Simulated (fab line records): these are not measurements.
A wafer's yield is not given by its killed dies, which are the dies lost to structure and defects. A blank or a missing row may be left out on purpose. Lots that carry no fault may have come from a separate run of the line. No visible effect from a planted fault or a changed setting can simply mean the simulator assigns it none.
Which tool did it? || flow nand-harc || 6 lots, 18 wafers sampled, at 5 steps of a route of 1159

## WHAT THE GAUGES READ, wafer by wafer
NHARC_END_SORT_01.
{"lot": "L878", "measured": "day 20 10:55", "on": "prober-02", "killed-dies": "31 36 34"}
{"lot": "L881", "measured": "day 21 14:51", "on": "prober-01", "killed-dies": "26 16 16"}
{"lot": "L894", "measured": "day 25 02:26", "on": "prober-01", "killed-dies": "22 28 21"}
{"lot": "L896", "measured": "day 24 15:02", "on": "prober-02", "killed-dies": "26 34 36"}

## WHAT TOOL EACH LOT RAN ON (gives the tool, then ch and the chambers of the sampled wafers, and finally the start)
{"lot": "L873", "NHARC_A_CHANNEL_HOLE_D1_ETCH_25": "har-etch-01 ch 0,1, day 8 14:19", "NHARC_A_CHANNEL_FILL_D1_ALD_25": "ald-hk-02 ch 0,1,3, day 10 07:59", "NHARC_A_CHANNEL_FILL_D1_STRIP_29": "rie-diel-01 ch 1,2,3, day 10 19:50 or earlier", "NHARC_A_CHANNEL_FILL_D1_RTA_24": "rtp-anneal-02 ch 0, day 10 19:50"}
{"lot": "L878", "NHARC_A_CHANNEL_HOLE_D1_ETCH_25": "har-etch-01 ch 0,1, day 9 07:37", "NHARC_A_CHANNEL_FILL_D1_ALD_25": "ald-hk-02 ch 0,2,3, day 11 01:18", "NHARC_A_CHANNEL_FILL_D1_STRIP_29": "rie-diel-01 ch 0,2,3, day 11 13:05 or earlier", "NHARC_A_CHANNEL_FILL_D1_RTA_24": "rtp-anneal-02 ch 0, day 11 13:05"}
{"lot": "L881", "NHARC_A_CHANNEL_HOLE_D1_ETCH_25": "har-etch-02 ch 0,1, day 10 10:18", "NHARC_A_CHANNEL_FILL_D1_ALD_25": "ald-hk-03 ch 1,2,3, day 12 01:35", "NHARC_A_CHANNEL_FILL_D1_STRIP_29": "rie-diel-10 ch 0,1,3, day 12 13:35 or earlier", "NHARC_A_CHANNEL_FILL_D1_RTA_24": "rtp-anneal-01 ch 0, day 12 13:35"}
{"lot": "L889", "NHARC_A_CHANNEL_HOLE_D1_ETCH_25": "har-etch-01 ch 0,1, day 12 02:43", "NHARC_A_CHANNEL_FILL_D1_ALD_25": "ald-hk-03 ch 0,2,3, day 13 18:43", "NHARC_A_CHANNEL_FILL_D1_STRIP_29": "rie-diel-01 ch 1,2,3, day 14 05:11 or earlier", "NHARC_A_CHANNEL_FILL_D1_RTA_24": "rtp-anneal-01 ch 0, day 14 05:11"}
{"lot": "L894", "NHARC_A_CHANNEL_HOLE_D1_ETCH_25": "har-etch-02 ch 0, day 13 15:10", "NHARC_A_CHANNEL_FILL_D1_ALD_25": "ald-hk-02 ch 1,3, day 15 05:56", "NHARC_A_CHANNEL_FILL_D1_STRIP_29": "rie-diel-01 ch 0,2,3, day 15 17:45 or earlier", "NHARC_A_CHANNEL_FILL_D1_RTA_24": "rtp-anneal-02 ch 0, day 15 17:45"}
{"lot": "L896", "NHARC_A_CHANNEL_HOLE_D1_ETCH_25": "har-etch-02 ch 0,1, day 13 19:11", "NHARC_A_CHANNEL_FILL_D1_ALD_25": "ald-hk-02 ch 1,2,3, day 15 10:38", "NHARC_A_CHANNEL_FILL_D1_STRIP_29": "rie-diel-10 ch 1,2,3, day 15 22:22 or earlier", "NHARC_A_CHANNEL_FILL_D1_RTA_24": "rtp-anneal-01 ch 0, day 15 22:22"}
- NHARC_A_CHANNEL_HOLE_D1_ETCH_25: etches the open film in C4F8/O2/Ar, time 1040.2 s, target depth 1500 nm.
- NHARC_A_CHANNEL_FILL_D1_ALD_25: deposits SiOx, target thk 60 nm, pulse time 10 s, ald cycles 600.
- NHARC_A_CHANNEL_FILL_D1_STRIP_29: strips in O2, time 20 s.
- NHARC_A_CHANNEL_FILL_D1_RTA_24: time 5 s.

## THE ANSWER, worked out from the rows above alone
Rule: the lots themselves supply what counts as usual. Put in order of their means at a reading, lots are off if they are a third of the lots or fewer, leave a main group of 4 or more, and stand apart from it by a gap of 3 or more times the standard deviation of the main group's means; of several such gaps the widest counts. A main group whose means are all the same, to the digits that the tables above print for the reading, isn't used. A lot without any number at a reading at which 4 lots or more have one is off too. All remaining lots with rows at the step are treated as sound.
Across all readings shown, no lot is off: no conclusion can be drawn from this.

## WHAT HAD BEEN PUT IN BY THE SIMULATOR
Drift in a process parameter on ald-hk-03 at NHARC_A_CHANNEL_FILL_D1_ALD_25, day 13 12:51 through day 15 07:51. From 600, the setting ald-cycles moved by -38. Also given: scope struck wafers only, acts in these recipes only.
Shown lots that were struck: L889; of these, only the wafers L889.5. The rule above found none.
